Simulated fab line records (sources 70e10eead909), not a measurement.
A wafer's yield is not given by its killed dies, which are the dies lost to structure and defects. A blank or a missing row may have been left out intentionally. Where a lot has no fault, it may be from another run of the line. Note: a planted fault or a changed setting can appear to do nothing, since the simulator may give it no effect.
fab line records	flow nand-harc	part 2 of 2: steps 39 to 39 of 39
record: lots: 6	wafers: 18	last-day: 33
route steps=1302 shown THIN_TSV@1262 END@1301
lots that met no fault: taken from a fault-free run of the same line
start-h: hours from the record's first day to the start of the lot's first wafer shown	wait-h: time in hours since the lot's previous step	" same as the row above	L1.1+2: a single row standing in for several wafers	- either no value or no given start	* or withheld: withheld	< > ~ a bound
route shown NAME@n: names a module that has steps shown in the file, with the first one's number in the route	usual: average and standard deviation across the fault-free wafers	same: alike in all rows	chamber/n: place in a boat	sites: the reading at each site	_std_site: their standard deviation	_edge_site: mean of outer sites minus mean of inner sites	radius-mm: how far each site lies from the wafer's centre	mask NAME#n: copy n	behind: tool/chamber where the wafer was last shaped	hold: why the lot went on hold/how many hours it stayed there/how the hold came to an end	device: the n, p or np transistor that did not switch	end of line: the same wafers' tests at the end of the route	a step without rows: its recipe alone	killed: dies that structure and defects cost at the first sort, which is not the same as the wafer's yield	map: shows each die of a wafer: x if killed, . if not, _ if none is there
set.NAME: setting as actually run; set.NAME@STEP: the setting as run at that earlier step	model.NAME: the simulator's own value behind a step, which no gauge read
a table for each step, a row for each wafer; lots at some steps of the route
services: from which hour (start-h, from the record's first day; less than 0 if before it) a tool's chamber was out of use, for how many hours, and why
== steps ==
step: NHARC_END_SORT_01
recipe: temp-c: 25
usual: defect-limited-yield: 91/3.2	killed-at-array: 58/22	killed-at-other: 1.0/1.3	killed-at-periphery: 5/3.4	killed-dies: 64/22	killed-open: 3.6/1.8	killed-short: 2.4/1.7
same: gross-dies: 677
lot.wafer	tool	chamber	start-h	wait-h	hold	defect-limited-yield[%]	killed-at-array	killed-at-other	killed-at-periphery	killed-dies	killed-open	killed-short
L365.1	prober-02	0	574.02	2.5	-	92	45	0	10	55	0	1
L365.2	prober-02	0	574.82	2.8	-	91	54	1	8	63	4	5
L365.5	prober-02	0	577.20	3.7	-	92	49	0	8	57	4	2
L377.2	prober-01	0	688.97	5.8	await-dispo/1.2h/release	29	60	420	1	481	3	0
L377.3	prober-01	0	689.76	6.1	await-dispo/1.2h/release	32	53	408	2	463	5	0
L377.6	prober-01	0	692.15	7.0	await-dispo/1.2h/release	29	61	417	1	479	1	2
L376.3	prober-02	0	690.96	7.4	await-dispo/4.1h/release	32	11	444	2	457	2	2
L376.4	prober-02	0	691.74	7.7	await-dispo/4.1h/release	32	15	441	3	459	3	4
L376.5	prober-02	0	692.52	8.0	await-dispo/4.1h/release	31	15	450	2	467	4	0
L383.3	prober-02	0	751.67	3.1	-	84	93	3	10	106	6	2
L383.4	prober-02	0	752.48	3.4	-	86	85	0	10	95	4	2
L383.6	prober-02	0	754.08	4.0	-	90	57	1	7	65	2	2
L384.1	prober-01	0	771.31	2.5	-	89	73	1	2	76	2	2
L384.3	prober-01	0	772.90	3.1	-	87	85	0	0	85	3	2
L384.4	prober-01	0	773.69	3.4	-	87	83	0	5	88	7	3
L386.1	prober-01	0	779.07	2.5	-	87	81	0	8	89	4	3
L386.3	prober-01	0	780.69	3.1	-	89	66	0	10	76	4	1
L386.5	prober-01	0	782.31	3.7	-	92	44	1	11	56	1	0
killed by level:class
L365.1 A_CHANNEL_HOLE_D1:chamber-film-flake=28 A_CHANNEL_HOLE_D2:chamber-film-flake=7 A_CONTACT:chamber-film-flake=5 P_ZERO_WELL:chamber-film-flake=4 P_CONTACT:chamber-film-flake=4 P_BONDPAD:chamber-film-flake=2 A_STAIRCASE:chamber-film-flake=2 A_CHANNEL_FILL_D2:geometric-particle:short=1
L365.2 A_CHANNEL_HOLE_D1:chamber-film-flake=34 A_CHANNEL_HOLE_D2:chamber-film-flake=5 A_CONTACT:chamber-film-flake=4 P_BONDPAD:chamber-film-flake=3 P_CONTACT:chamber-film-flake=2 A_STAIRCASE:chamber-film-flake=2 P_CONTACT:geometric-particle:open=1 P_M2:geometric-particle:open=1
L365.5 A_CHANNEL_HOLE_D1:chamber-film-flake=34 A_CHANNEL_HOLE_D2:chamber-film-flake=4 P_STI:chamber-film-flake=3 A_CHANNEL_FILL_D2:geometric-particle:open=2 P_ZERO_WELL:chamber-film-flake=2 P_BONDPAD:chamber-film-flake=2 A_STAIRCASE:chamber-film-flake=2 A_CONTACT:chamber-film-flake=2
L377.2 THIN_TSV:unspecified=419 A_CHANNEL_HOLE_D1:chamber-film-flake=26 A_SLIT:chamber-film-flake=19 A_CHANNEL_HOLE_D2:chamber-film-flake=8 A_DECK1_JOINT:chamber-film-flake=2 P_CONTACT:geometric-particle:open=1 A_ONON_D1:geometric-particle:open=1 A_CONTACT:geometric-particle:open=1
L377.3 THIN_TSV:unspecified=408 A_CHANNEL_HOLE_D1:chamber-film-flake=19 A_SLIT:chamber-film-flake=16 A_CHANNEL_HOLE_D2:chamber-film-flake=11 A_WL_FILL:chamber-film-flake=3 P_CONTACT:geometric-particle:open=1 P_M0:geometric-particle:open=1 A_ONON_D1:geometric-particle:open=1
L376.3 THIN_TSV:unspecified=444 A_CHANNEL_HOLE_D1:chamber-film-flake=3 A_CONTACT:chamber-film-flake=2 A_M0:chamber-film-flake=2 P_GATE:geometric-particle:open=1 A_CHANNEL_FILL_D1:geometric-particle:short=1 A_M0:geometric-particle:open=1 A_M0:geometric-particle:short=1
L376.4 THIN_TSV:unspecified=441 A_CHANNEL_HOLE_D1:chamber-film-flake=3 A_STAIRCASE:chamber-film-flake=2 A_SLIT:chamber-film-flake=2 A_M0:chamber-film-flake=2 P_GATE:geometric-particle:open=1 P_M0:geometric-particle:open=1 A_CHANNEL_FILL_D1:geometric-particle:short=1
L377.6 THIN_TSV:unspecified=417 A_SLIT:chamber-film-flake=19 A_CHANNEL_HOLE_D1:chamber-film-flake=18 A_CHANNEL_HOLE_D2:chamber-film-flake=13 A_CONTACT:chamber-film-flake=3 A_WL_FILL:chamber-film-flake=3 A_M1:chamber-film-flake=2 P_M0:geometric-particle:short=1
L376.5 THIN_TSV:unspecified=450 A_CHANNEL_HOLE_D1:chamber-film-flake=6 A_SLIT:chamber-film-flake=3 A_CONTACT:chamber-film-flake=2 P_CONTACT:geometric-particle:open=1 P_M1:geometric-particle:open=1 A_WL_FILL:geometric-particle:open=1 A_CONTACT:geometric-particle:open=1
L383.3 A_SLIT:chamber-film-flake=28 A_CHANNEL_HOLE_D2:chamber-film-flake=28 A_CONTACT:chamber-film-flake=7 A_CHANNEL_HOLE_D1:chamber-film-flake=7 A_STAIRCASE:chamber-film-flake=7 A_ZERO_WELL:chamber-film-flake=6 P_M2:chamber-film-flake=5 THIN_TSV:chamber-film-flake=3
L383.4 A_SLIT:chamber-film-flake=34 A_CHANNEL_HOLE_D2:chamber-film-flake=17 A_CHANNEL_HOLE_D1:chamber-film-flake=6 A_STAIRCASE:chamber-film-flake=6 A_WL_FILL:chamber-film-flake=6 A_CONTACT:chamber-film-flake=6 P_STI:chamber-film-flake=3 A_M0:chamber-film-flake=3
L383.6 A_SLIT:chamber-film-flake=18 A_CHANNEL_HOLE_D2:chamber-film-flake=16 A_CONTACT:chamber-film-flake=5 A_CHANNEL_HOLE_D1:chamber-film-flake=4 A_STAIRCASE:chamber-film-flake=4 P_M2:chamber-film-flake=3 A_WL_FILL:chamber-film-flake=3 P_STI:chamber-film-flake=2
L384.1 A_SLIT:chamber-film-flake=29 A_CHANNEL_HOLE_D2:chamber-film-flake=14 A_CHANNEL_HOLE_D1:chamber-film-flake=13 A_CONTACT:chamber-film-flake=4 A_STAIRCASE:chamber-film-flake=3 A_WL_FILL:chamber-film-flake=3 A_DECK1_JOINT:chamber-film-flake=2 A_BLC:chamber-film-flake=2
L384.3 A_SLIT:chamber-film-flake=30 A_CHANNEL_HOLE_D2:chamber-film-flake=23 A_CHANNEL_HOLE_D1:chamber-film-flake=12 A_WL_FILL:chamber-film-flake=5 A_CONTACT:chamber-film-flake=4 A_DECK1_JOINT:chamber-film-flake=2 A_STAIRCASE:chamber-film-flake=2 A_SOURCE_PLATE:geometric-particle:short=1
L384.4 A_SLIT:chamber-film-flake=27 A_CHANNEL_HOLE_D2:chamber-film-flake=25 A_CHANNEL_HOLE_D1:chamber-film-flake=10 A_CONTACT:chamber-film-flake=4 A_STAIRCASE:chamber-film-flake=3 A_WL_FILL:chamber-film-flake=3 P_GATE:chamber-film-flake=2 A_WL_FILL:geometric-particle:open=2
L386.1 A_SLIT:chamber-film-flake=36 A_CHANNEL_HOLE_D2:chamber-film-flake=32 P_CONTACT:chamber-film-flake=6 A_STAIRCASE:chamber-film-flake=3 A_ONON_D2:geometric-particle:short=2 A_SOURCE_PLATE:geometric-particle:open=1 A_ONON_D2:geometric-particle:open=1 A_SGD_CUT:geometric-particle:short=1
L386.3 A_CHANNEL_HOLE_D2:chamber-film-flake=27 A_SLIT:chamber-film-flake=27 P_CONTACT:chamber-film-flake=3 P_STI:chamber-film-flake=3 P_GATE:chamber-film-flake=3 A_CHANNEL_FILL_D1:chamber-film-flake=2 A_STAIRCASE:chamber-film-flake=2 A_CONTACT:chamber-film-flake=2
L386.5 A_SLIT:chamber-film-flake=25 A_CHANNEL_HOLE_D2:chamber-film-flake=11 P_CONTACT:chamber-film-flake=4 P_STI:chamber-film-flake=3 P_GATE:chamber-film-flake=3 A_CHANNEL_HOLE_D1:chamber-film-flake=2 P_GATE:geometric-particle:open=1 A_ZERO_WELL:chamber-film-flake=1
map L376.5 (x killed, . not)
____________x____________
_________x...x.x_________
_______xx....x.xxx_______
______..x.xxx..xxx.______
_____.....xxx..x.x.x_____
____xxxx.x..x..xxxx.x____
____xxxxxx..xx..xxx.x____
___xxx.xxxxx.xx.xxxx.x___
___.xx.xx...xxxxx.xx.x___
__xxx..xxxxx..xxxxxxxxx__
__x.xxxxxxxxxxxx.xxxxxx__
_x.xxxxxxxx.x.x..xxxxxx._
_.xxxxxx..x.xxxxxxxxxx.._
_xxx.xxxxxxx.xxxx.x..xxx_
_xxx.xxxxx.xx...xxxx.xxx_
_xx..xx..xx.xxxxxxxx.x.._
xxxx.x.xxx.x.x.xxx.x.x..x
x.x.xxx.x..x....x.xxxxxxx
x.xxxxxx.x.xxx.x..xx.....
xxxx..xxxxxx.xx.x..xx.xxx
xxxxxxxxx..x...xxxxxxxx..
_x.xxxxxx.xxx.xx.xxxx..._
_x.xxx.....xx.xxx..xxxx._
_.xxxxxxxx..xxx.xxxx.xxx_
_x.xxxxx...xx.xxxxx.x..x_
_xx.xxxx.xxx..xxx..xxx.._
__x.xxx.xxxx.x.xxx.xxx.__
__xxx.xxxx.xx.xxxx.x...__
___xxxxxx.xxxxxx..xxxx___
___.xx.xxxxx.xxxxxx...___
____x.x.xx.xx.x.xxxxx____
____.xxxx..xxxx.xxxx.____
_____xxx.xxxx.xxx..._____
______x....x.xxxxxx______
_______xxxxxxxxx.x_______
_________xxx.x.x_________
____________x____________
map L377.2 (x killed, . not)
____________x____________
_________xxxxxxx_________
_______x..xx.xxx.x_______
______..xxx.x.xxxxx______
_____.xxx...x.x.xxx._____
____xxxx.xxxxxxxxx.xx____
____.xxx.x.xxxxxxxxxx____
___xxxxxxxxx..xxx.xxx.___
___xx....x.x..x...xxxx___
__xxx.xx.xxxx..x.xxxxx.__
__x.x..x.xx.x.xx.xxx.xx__
_xx.xxxx..xxxxxxxxxxxx.x_
_.x.xxxxxxxxx..xxx.xxx.x_
_xxx.xx.xxx.x..xx....x.._
_xxxxxxxx.x..xxxx.xx.xxx_
_......xx.xxxxxx.xxxx..._
x.x.xx..xxxxxxxx.x.x.xxx.
x.xx...xx.xxxxx..xxxx..x.
..x.xxxx..xxxxxx.xx.xx.x.
x..xxx..xx.xxxxxx.xxx..xx
xxxxxx.xx.xx.xx...x...x.x
_x.xxxxx.xxxxxx.xxxx.xxx_
_xxxx.xxxxxxxxx..xx..xxx_
_.xxxxxxxx.x.xxxxxxxxxxx_
_x.xxxx.x.x.xx.x.x...xxx_
_xxxxxxxxxxxxxxx.xxxxxxx_
__xxxx.xxxx.xxxx.xxx..x__
__xxxxxxxxxxxxxxx.xxxxx__
___xxxx.x.xxx.xxxx..xx___
___x.xxxxxx..xx.xxxxxx___
____..xxx..xxxx.x.x.x____
____.....xxx.xxx.xxx.____
_____xx.x..xx.x.xxxx_____
______.xxxxx.xxxxxx______
_______.xx..xxxxx._______
_________.x..xxx_________
____________x____________
== services ==
tool	chamber	start-h	hours	kind
pecvd-03	-	547.46	13.0	pm
cmp-03	-	554.15	4.0	pm
ecd-cu-01	-	554.31	1.2	repair
rie-metal-01	1	557.90	6.5	repair
pvd-sputter-03	-	562.72	8.9	repair
pecvd-01	-	567.99	1.5	repair
rie-metal-02	1	571.41	17.5	repair
ecd-cu-01	-	572.60	0.4	repair
rie-metal-01	-	575.00	9.0	pm
cmp-01	-	579.18	4.0	pm
pvd-sputter-01	-	582.08	10.0	pm
ecd-cu-02	-	596.28	8.0	pm
pvd-sputter-01	-	599.27	1.2	repair
ecd-cu-01	-	607.98	6.7	repair
pecvd-01	-	616.53	1.6	repair
pvd-sputter-01	-	622.01	3.0	repair
rie-metal-02	-	631.00	9.0	pm
pecvd-01	0	652.78	12.5	repair
pvd-sputter-01	-	670.17	4.5	repair
pecvd-01	-	673.94	13.0	pm
cmp-01	-	677.20	4.0	pm
rie-metal-03	-	696.00	9.0	pm
cmp-01	-	732.13	2.6	repair
pvd-sputter-01	-	760.08	10.0	pm
== key ==
first-sign: step: NHARC_END_SORT_01	reading: killed-at-other	direction: up	sigmas: 99+	usual: 1.0	struck: 430
effect: step: NHARC_END_SORT_01	reading: defect-limited-yield	direction: down	sigmas: 19	usual: 91	struck: 31
more-kills-born-at: NHARC_THIN_TSV_ECD_20@ecd-cu-02: 2579
met-at NHARC_THIN_TSV_ECD_20
struck-wafers L376.3,L376.4,L376.5,L377.2,L377.3,L377.6
fault: kind: chamber-particle-source	tool: ecd-cu-02	chamber: -	onset-h: 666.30	steps: NHARC_THIN_TSV_ECD_20	rate-per-visit-cm2: 1.1704	end-h: 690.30
